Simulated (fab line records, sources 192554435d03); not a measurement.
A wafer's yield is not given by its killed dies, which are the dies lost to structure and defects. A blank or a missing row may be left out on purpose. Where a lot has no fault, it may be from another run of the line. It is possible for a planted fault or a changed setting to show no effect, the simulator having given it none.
Split-lot trial ; flow n5_finfet ; 21 wafers read from 7 lots, route of 1938 steps

== SPLIT DETAILS ==
At N5_BEOL_M10_COAT_22 (resist thk 90 nm), the setting spin_rpm was moved away from the recipe's 1500 rpm on 8 of the 21 wafers read, by -8.9% to +4.5%. All remaining wafers had this setting at the recipe value.

== FROM THE SPLIT TO THE READING: what the file shows between them, 2 steps ==
- N5_BEOL_M10_EBR_24
- N5_BEOL_M10_SOFTBAKE_23: time 60 s

== THE READING ==
CAR-ArF_of_BEOL_M10_COAT_22.thk_nm (the simulator's own value, which no gauge read), in nm, at N5_BEOL_M10_DESCUM_33 (chemistry O2, time 7.9 s). The file does not state a usual value for it. The 13 wafers here that ran the recipe average 83.4 nm, standard deviation 0.21 nm.

wafer;tool, chamber at the split;spin_rpm as run, rpm;against the recipe;CAR-ArF_of_BEOL_M10_COAT_22.thk_nm, nm;against lot-mates on the recipe
L079.2;litho_track-02, 0;1500;recipe;83;-
L079.5;litho_track-02, 0;1442;-3.9%;85;+1.9
L079.6;litho_track-02, 0;1500;recipe;83.2;-
L078.1;litho_track-02, 0;1500;recipe;83.6;-
L078.3;litho_track-02, 0;1500;recipe;83.4;-
L078.5;litho_track-02, 0;1500;recipe;83.4;-
L083.1;litho_track-04, 0;1380;-8.0%;87.6;+4.2
L083.2;litho_track-04, 0;1380;-8.0%;87.4;+4.0
L083.4;litho_track-04, 0;1500;recipe;83.4;-
L081.3;litho_track-02, 0;1366;-8.9%;87.6;+4.4
L081.4;litho_track-02, 0;1500;recipe;83.2;-
L081.6;litho_track-02, 0;1500;recipe;83.2;-
L086.2;litho_track-02, 0;1567;+4.5%;81.4;no lot-mate on the recipe
L086.6;litho_track-02, 0;1567;+4.5%;81.4;no lot-mate on the recipe
L086.4;litho_track-02, 0;1567;+4.5%;81.2;no lot-mate on the recipe
L089.2;litho_track-04, 0;1500;recipe;83.8;-
L089.4;litho_track-04, 0;1500;recipe;83.4;-
L089.5;litho_track-04, 0;1500;recipe;83.6;-
L091.1;litho_track-01, 0;1372;-8.5%;87.8;+4.2
L091.2;litho_track-01, 0;1500;recipe;83.6;-
L091.4;litho_track-01, 0;1500;recipe;83.6;-

THE FIT
A straight line over all 21 wafers: CAR-ArF_of_BEOL_M10_COAT_22.thk_nm changes by -0.489 nm for each +1% of spin_rpm; r = -0.99; the points scatter about the line by 0.22 nm.
The same after taking each lot's own level away (the mean of its wafers on the recipe; 18 wafers): -0.501 nm for each +1%; r = -1.00; scatter 0.1 nm.
Per that fit: largest spin_rpm move, reading shift of 4.5 nm.
From 83.10 to 83.60 nm: that is the span of the lots' own levels, equal to 2.3 times the standard deviation above.
The two slopes agree, so the slope changes little with the lot-to-lot level.
Check: for one of the wafers moved furthest among these (-8.9%), held out of the fit, the line's prediction against its lot-mates is +4.5 nm. It came out at +4.4 nm against them.

== ADDITIONAL SPLITS CARRIED BY THESE WAFERS ==
Before the reading, these wafers also passed through other splits. Each is held against what the fit with the lots' levels taken away leaves over:
other split on the same wafers;wafers away from the commonest value;r with CAR-ArF_of_BEOL_M10_COAT_22.thk_nm (lot level and that fit taken away)
N5_BEOL_M8_TRENCH_ETCH_37 time_s;6;+0.01
N5_BEOL_M9_COAT_60 spin_rpm;5;+0.24
N5_BEOL_M9_ETCH_62 time_s;9;-0.01
N5_BEOL_M10_COAT_64 spin_rpm;5;+0.00

== THE WHOLE CHAIN: every reading that the file lists as answering this split, in the file's order ==
step;what it does;reading;change (the file's fit);r (the file's)
N5_BEOL_M10_COAT_22;resist thk 90 nm;CAR-ArF_of_BEOL_M10_COAT_22.thk_nm (the simulator's own value, which no gauge read);-0.49 nm for each +1% of the setting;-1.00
N5_BEOL_M10_DESCUM_33;chemistry O2, time 7.9 s;CAR-ArF_of_BEOL_M10_COAT_22.thk_nm (the simulator's own value, which no gauge read);-0.498 nm for each +1% of the setting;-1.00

== FILE'S OWN FIT ==
CAR-ArF_of_BEOL_M10_COAT_22.thk_nm changes by -0.498 nm for each +1% of spin_rpm, r = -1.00.
